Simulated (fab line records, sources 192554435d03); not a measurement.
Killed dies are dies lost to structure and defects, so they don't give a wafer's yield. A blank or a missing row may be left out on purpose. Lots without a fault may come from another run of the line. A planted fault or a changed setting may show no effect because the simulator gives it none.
Chamber matching | flow n5_finfet | N5_HKMG_FIN_HK_ALD_01 on ald_hk-02: 4 sister chambers
The step deposits HfO2, target thk 1.6 nm, pulse time 3 s, purge time 3 s. 4 wafers are shown with their chamber, then 10 later ones without.

WAFERS WITH THEIR CHAMBER
wafer  | chamber | precursor_pulse_height_rel
L086.1 | 1       | 1.001
L086.6 | 2       | 0.977
L092.1 | 0       | 1.010
L092.2 | 3       | 1.034

WAFERS WITHOUT THEIR CHAMBER
wafer  | precursor_pulse_height_rel
L092.6 | 0.980
L093.1 | 0.997
L093.3 | 0.979
L093.6 | 1.001
L095.1 | 0.993
L095.2 | 1.016
L095.5 | 0.979
L097.2 | 1.005
L097.5 | 1.025
L097.6 | 0.996

WHICH CHAMBER EACH WENT THROUGH
wafer  | from the rows above          | in truth
L092.6 | 2                            | 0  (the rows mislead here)
L093.1 | can't be placed: 1 or 0      | 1
L093.3 | 2                            | 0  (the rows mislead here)
L093.6 | can't be placed: 1 or 0      | 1
L095.1 | can't be placed: 1 or 2 or 0 | 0
L095.2 | can't be placed: 0 or 1      | 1
L095.5 | 2                            | 2
L097.2 | can't be placed: 1 or 0      | 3
L097.5 | can't be placed: 3 or 0      | 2
L097.6 | can't be placed: 1 or 0      | 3
Placed correctly: 1 of 10. Can't be placed from these rows: 7 (the true chamber is among the candidates in 4). Placed wrongly: 2.
How it was worked out, from the rows above alone: a wafer's distance from a chamber is the root of the sum, over the readings, of the square of ((its reading less the chamber's mean) divided by the reading's scatter). The wafer belongs to the nearest chamber; if the next one is less than 2 further off, it can't be placed. A chamber's mean is the mean of its shown wafers. The scatter: with one shown wafer a chamber, the root of the mean of the squares of how far each hidden wafer lies from its nearest shown one.
